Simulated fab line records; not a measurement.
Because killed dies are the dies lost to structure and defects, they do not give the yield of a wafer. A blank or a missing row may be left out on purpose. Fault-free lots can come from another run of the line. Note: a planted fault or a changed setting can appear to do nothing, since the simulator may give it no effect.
fab line records    flow n5Finfet    part 2 of 2: steps 4 to 6 of 6
record lots=24  wafers=72  lastDay=18
route steps=1938 shown BEOL_M3@974
lots that met no fault: taken from a fault-free run of the same line
startH: the number of hours between the record's first day and the start of the first shown wafer of the lot    waitH: hours from the lot's prior step to this one    " identical to the entry in the row above    L1.1+2: a single row standing in for several wafers    - value missing, or start not given    * or withheld: withheld    < > ~ a bound
route shown NAME@n: names a module that has steps shown in the file, with the first one's number in the route    usual: mean/standard deviation of fault-free wafers    same: alike in all rows    chamber/n: place in a boat    sites: per-site readings    _std_site: standard deviation across them    _edge_site: inner sites' mean taken away from outer sites' mean    radiusMm: how far each site lies from the wafer's centre    mask NAME#n: copy n    behind: tool/chamber where the wafer was last shaped    hold: cause of the lot's hold/its duration in hours/its outcome    device: names the non-switching transistor (n, p or np)    end of line: the same wafers' tests at the end of the route    step lacking rows: just its recipe    killed: count of dies lost to structure and defects at first sort (not the wafer's yield)    map: a wafer's dies, x killed, . not, _ none there
set.NAME: the run value of the setting; set.NAME@STEP: its run value at that earlier step    model.NAME: the simulator's own value behind a step, which no gauge read
steps of the route over a sample of lots; a table a step, a row a wafer
services: when a tool's chamber went out of use (startH, in hours from the record's first day, below 0 if earlier), for how many hours, and the reason
## steps
# step N5_BEOL_M3_SPUTTER_48
# recipe material=Cu  targetThkA=45  tempC=-20  chamberPressurePa=0.07  powerW=withheld  timeS=8.29
# usual chuckGasFlowSccm=1.26/0.054  throttleValvePct=30.2/0.96
lot.wafer  tool           chamber  startH  waitH  chuckGasFlowSccm  throttleValvePct
L074.1     pvdSputter-01  -        153.56  0.1    1.19              29.9
L074.2     "              -        "       "      1.13              28.5
L074.3     "              -        "       "      1.31              30.0
L076.1     pvdSputter-03  -        158.81  0.1    1.29              29.5
L076.4     "              -        "       "      1.28              31.7
L076.6     "              -        "       "      1.12              29.4
L075.1     pvdSputter-01  -        166.37  0.2    1.29              29.1
L075.3     "              -        "       "      1.29              30.1
L075.4     "              -        "       "      1.27              28.3
L077.2     pvdSputter-02  -        166.42  0.2    1.32              32.2
L077.4     "              -        "       "      1.30              29.7
L077.6     "              -        "       "      1.32              29.9
L078.1     pvdSputter-02  -        170.80  1.0    1.22              29.7
L078.3     "              -        "       "      1.25              32.0
L078.4     "              -        "       "      1.25              29.5
L079.2     pvdSputter-03  -        180.82  0.2    1.24              30.7
L079.3     "              -        "       "      1.19              29.8
L079.6     "              -        "       "      1.27              30.2
L080.1     pvdSputter-03  -        187.30  0.1    1.15              30.4
L080.3     "              -        "       "      1.23              29.7
L080.6     "              -        "       "      1.19              30.3
L081.4     pvdSputter-03  -        194.82  0.1    1.16              30.3
L081.5     "              -        "       "      1.23              31.7
L081.6     "              -        "       "      1.31              30.3
L082.1     pvdSputter-02  -        197.67  1.5    1.22              29.9
L082.5     "              -        "       "      1.13              29.8
L082.6     "              -        "       "      1.33              32.1
L083.2     pvdSputter-03  -        204.79  0.6    1.29              30.2
L083.4     "              -        "       "      1.23              29.7
L083.6     "              -        "       "      1.38              30.3
L084.1     pvdSputter-03  -        208.35  0.2    1.30              30.6
L084.3     "              -        "       "      1.26              30.5
L084.4     "              -        "       "      1.35              30.0
L085.1     pvdSputter-01  -        211.41  0.2    1.19              29.6
L085.3     "              -        "       "      1.26              28.4
L085.5     "              -        "       "      1.25              28.4
L086.1     pvdSputter-02  -        224.35  0.1    1.29              29.7
L086.3     "              -        "       "      1.32              32.1
L086.5     "              -        "       "      1.23              29.9
L087.2     pvdSputter-02  -        228.79  0.1    1.34              32.0
L087.5     "              -        "       "      1.35              29.6
L087.6     "              -        "       "      1.26              29.9
L088.1     pvdSputter-03  -        232.68  0.1    1.29              30.5
L088.3     "              -        "       "      1.23              30.0
L088.5     "              -        "       "      1.29              30.2
L089.1     pvdSputter-01  -        242.55  0.1    1.23              29.9
L089.2     "              -        "       "      1.21              29.4
L089.6     "              -        "       "      1.35              28.6
L090.1     pvdSputter-02  -        242.94  0.1    1.21              29.9
L090.5     "              -        "       "      1.37              32.2
L090.6     "              -        "       "      1.24              29.7
L091.1     pvdSputter-03  -        255.25  2.0    1.24              31.6
L091.5     "              -        "       "      1.23              30.3
L091.6     "              -        "       "      1.20              31.7
L092.1     pvdSputter-02  -        258.88  0.1    1.31              29.6
L092.3     "              -        "       "      1.25              29.7
L092.4     "              -        "       "      1.31              29.5
L093.2     pvdSputter-02  -        271.17  0.2    1.19              29.8
L093.4     "              -        "       "      1.20              31.7
L093.5     "              -        "       "      1.32              29.8
L095.3     pvdSputter-02  -        278.81  1.8    1.32              29.5
L095.4     "              -        "       "      1.20              32.1
L095.6     "              -        "       "      1.26              29.9
L094.2     pvdSputter-01  -        278.91  1.7    1.24              29.5
L094.4     "              -        "       "      1.29              28.6
L094.6     "              -        "       "      1.20              30.3
L097.4     pvdSputter-01  -        292.13  0.3    1.24              30.1
L097.5     "              -        "       "      1.32              28.7
L097.6     "              -        "       "      1.26              29.8
L096.1     pvdSputter-01  -        295.57  0.3    1.25              28.7
L096.5     "              -        "       "      1.28              30.1
L096.6     "              -        "       "      1.19              30.3
# step N5_BEOL_M3_ANNEAL_80
# recipe tempC=400  timeS=240  ambient=vacuum
# usual heaterPowerW=818/82
lot.wafer  tool           chamber  startH  waitH  heaterPowerW
L074.1     pvdSputter-01  -        153.86  0.0    869
L074.2     "              -        "       "      916
L074.3     "              -        "       "      712
L076.1     pvdSputter-03  -        159.11  0.0    782
L076.4     "              -        "       "      825
L076.6     "              -        "       "      786
L075.1     pvdSputter-01  -        166.67  0.0    817
L075.3     "              -        "       "      712
L075.4     "              -        "       "      954
L077.2     pvdSputter-02  -        166.72  0.0    763
L077.4     "              -        "       "      707
L077.6     "              -        "       "      869
L078.1     pvdSputter-02  -        171.10  0.0    740
L078.3     "              -        "       "      733
L078.4     "              -        "       "      691
L079.2     pvdSputter-03  -        181.12  0.0    915
L079.3     "              -        "       "      794
L079.6     "              -        "       "      913
L080.1     pvdSputter-03  -        187.60  0.0    942
L080.3     "              -        "       "      804
L080.6     "              -        "       "      927
L081.4     pvdSputter-03  -        195.12  0.0    933
L081.5     "              -        "       "      818
L081.6     "              -        "       "      943
L082.1     pvdSputter-02  -        197.97  0.0    879
L082.5     "              -        "       "      715
L082.6     "              -        "       "      747
L083.2     pvdSputter-03  -        205.13  0.0    888
L083.4     "              -        "       "      771
L083.6     "              -        "       "      896
L084.1     pvdSputter-03  -        208.65  0.0    926
L084.3     "              -        "       "      918
L084.4     "              -        "       "      799
L085.1     pvdSputter-01  -        211.71  0.0    811
L085.3     "              -        "       "      933
L085.5     "              -        "       "      922
L086.1     pvdSputter-02  -        224.65  0.0    717
L086.3     "              -        "       "      740
L086.5     "              -        "       "      726
L087.2     pvdSputter-02  -        229.09  0.0    734
L087.5     "              -        "       "      722
L087.6     "              -        "       "      854
L088.1     pvdSputter-03  -        232.98  0.0    928
L088.3     "              -        "       "      894
L088.5     "              -        "       "      898
L089.1     pvdSputter-01  -        242.85  0.0    871
L089.2     "              -        "       "      823
L089.6     "              -        "       "      938
L090.1     pvdSputter-02  -        243.24  0.0    728
L090.5     "              -        "       "      754
L090.6     "              -        "       "      723
L091.1     pvdSputter-03  -        255.55  0.0    798
L091.5     "              -        "       "      926
L091.6     "              -        "       "      817
L092.1     pvdSputter-02  -        259.18  0.0    705
L092.3     "              -        "       "      866
L092.4     "              -        "       "      738
L093.2     pvdSputter-02  -        271.47  0.0    862
L093.4     "              -        "       "      768
L093.5     "              -        "       "      703
L095.3     pvdSputter-02  -        279.11  0.0    712
L095.4     "              -        "       "      736
L095.6     "              -        "       "      732
L094.2     pvdSputter-01  -        279.21  0.0    794
L094.4     "              -        "       "      949
L094.6     "              -        "       "      701
L097.4     pvdSputter-01  -        292.43  0.0    721
L097.5     "              -        "       "      936
L097.6     "              -        "       "      895
L096.1     pvdSputter-01  -        295.87  0.0    937
L096.5     "              -        "       "      882
L096.6     "              -        "       "      731
# step N5_BEOL_M3_SPUTTER_86
# recipe material=Cu  targetThkA=45  tempC=-20  chamberPressurePa=0.07  powerW=withheld  timeS=8.29
# usual chuckGasFlowSccm=1.25/0.05  throttleValvePct=30.2/0.95
lot.wafer  tool           chamber  startH  waitH  chuckGasFlowSccm  throttleValvePct
L074.1     pvdSputter-01  -        154.22  0.1    1.25              30.0
L074.2     "              -        "       "      1.19              28.4
L074.3     "              -        "       "      1.27              30.2
L076.1     pvdSputter-03  -        159.47  0.1    1.18              29.6
L076.4     "              -        "       "      1.36              32.0
L076.6     "              -        "       "      1.25              29.9
L075.1     pvdSputter-01  -        167.03  0.1    1.25              29.1
L075.3     "              -        "       "      1.24              30.3
L075.4     "              -        "       "      1.29              28.4
L077.2     pvdSputter-02  -        167.08  0.1    1.30              32.1
L077.4     "              -        "       "      1.23              30.1
L077.6     "              -        "       "      1.17              29.6
L078.1     pvdSputter-02  -        171.46  0.1    1.28              29.6
L078.3     "              -        "       "      1.19              32.1
L078.4     "              -        "       "      1.28              30.0
L079.2     pvdSputter-03  -        181.48  0.1    1.33              30.2
L079.3     "              -        "       "      1.25              29.9
L079.6     "              -        "       "      1.21              30.1
L080.1     pvdSputter-03  -        187.96  0.1    1.20              30.2
L080.3     "              -        "       "      1.21              29.6
L080.6     "              -        "       "      1.24              30.4
L081.4     pvdSputter-03  -        195.48  0.1    1.26              30.4
L081.5     "              -        "       "      1.17              31.5
L081.6     "              -        "       "      1.30              30.7
L082.1     pvdSputter-02  -        198.33  0.1    1.24              29.9
L082.5     "              -        "       "      1.25              29.5
L082.6     "              -        "       "      1.32              31.9
L083.2     pvdSputter-03  -        205.53  0.1    1.33              30.2
L083.4     "              -        "       "      1.19              30.1
L083.6     "              -        "       "      1.32              30.2
L084.1     pvdSputter-03  -        209.01  0.1    1.29              30.6
L084.3     "              -        "       "      1.29              30.4
L084.4     "              -        "       "      1.29              29.6
L085.1     pvdSputter-01  -        212.07  0.1    1.21              29.2
L085.3     "              -        "       "      1.15              28.6
L085.5     "              -        "       "      1.33              28.7
L086.1     pvdSputter-02  -        225.01  0.1    1.19              29.9
L086.3     "              -        "       "      1.25              32.1
L086.5     "              -        "       "      1.27              29.9
L087.2     pvdSputter-02  -        229.45  0.1    1.30              32.1
L087.5     "              -        "       "      1.19              29.4
L087.6     "              -        "       "      1.23              29.7
L088.1     pvdSputter-03  -        233.34  0.1    1.29              30.2
L088.3     "              -        "       "      1.23              30.4
L088.5     "              -        "       "      1.24              30.0
L089.1     pvdSputter-01  -        243.21  0.1    1.32              29.9
L089.2     "              -        "       "      1.20              29.2
L089.6     "              -        "       "      1.20              28.8
L090.1     pvdSputter-02  -        243.60  0.1    1.24              29.5
L090.5     "              -        "       "      1.33              32.0
L090.6     "              -        "       "      1.20              29.4
L091.1     pvdSputter-03  -        255.91  0.1    1.14              31.8
L091.5     "              -        "       "      1.24              30.5
L091.6     "              -        "       "      1.19              31.9
L092.1     pvdSputter-02  -        259.54  0.1    1.25              29.4
L092.3     "              -        "       "      1.25              29.8
L092.4     "              -        "       "      1.21              29.3
L093.2     pvdSputter-02  -        271.83  0.1    1.26              29.9
L093.4     "              -        "       "      1.32              32.0
L093.5     "              -        "       "      1.26              29.6
L095.3     pvdSputter-02  -        279.47  0.1    1.24              29.4
L095.4     "              -        "       "      1.22              31.9
L095.6     "              -        "       "      1.27              29.9
L094.2     pvdSputter-01  -        279.57  0.1    1.25              29.0
L094.4     "              -        "       "      1.35              28.5
L094.6     "              -        "       "      1.35              30.3
L097.4     pvdSputter-01  -        292.79  0.1    1.24              30.5
L097.5     "              -        "       "      1.31              28.7
L097.6     "              -        "       "      1.35              30.1
L096.1     pvdSputter-01  -        296.23  0.1    1.20              28.6
L096.5     "              -        "       "      1.19              30.1
L096.6     "              -        "       "      1.21              30.3
## services
tool        chamber  startH  hours  kind
rieDiel-06  3        129.28  3.8    repair
rieDiel-04  2        140.35  6.3    repair
rieDiel-04  3        142.94  15.3   repair
rieDiel-06  3        153.13  9.8    repair
rieDiel-06  2        156.30  7.3    repair
rieDiel-04  3        158.35  -      clean
rieDiel-04  3        158.35  -      consumableReplace:focusRing
rieDiel-04  3        158.35  17.2   scheduledDown
rieDiel-04  3        158.35  17.2   ventCycle
rieDiel-05  3        159.35  16.8   repair
rieDiel-05  0        165.72  3.0    repair
rieDiel-05  -        199.23  2.8    pm
rieDiel-06  0        261.52  -      clean
rieDiel-06  0        261.52  -      consumableReplace:focusRing
rieDiel-06  0        261.52  27.6   scheduledDown
rieDiel-06  0        261.52  27.6   ventCycle
rieDiel-05  2        268.41  8.9    repair
rieDiel-04  0        281.69  8.8    repair
rieDiel-05  3        295.09  -      clean
rieDiel-05  3        295.09  -      consumableReplace:focusRing
rieDiel-05  3        295.09  17.3   scheduledDown
rieDiel-05  3        295.09  17.3   ventCycle
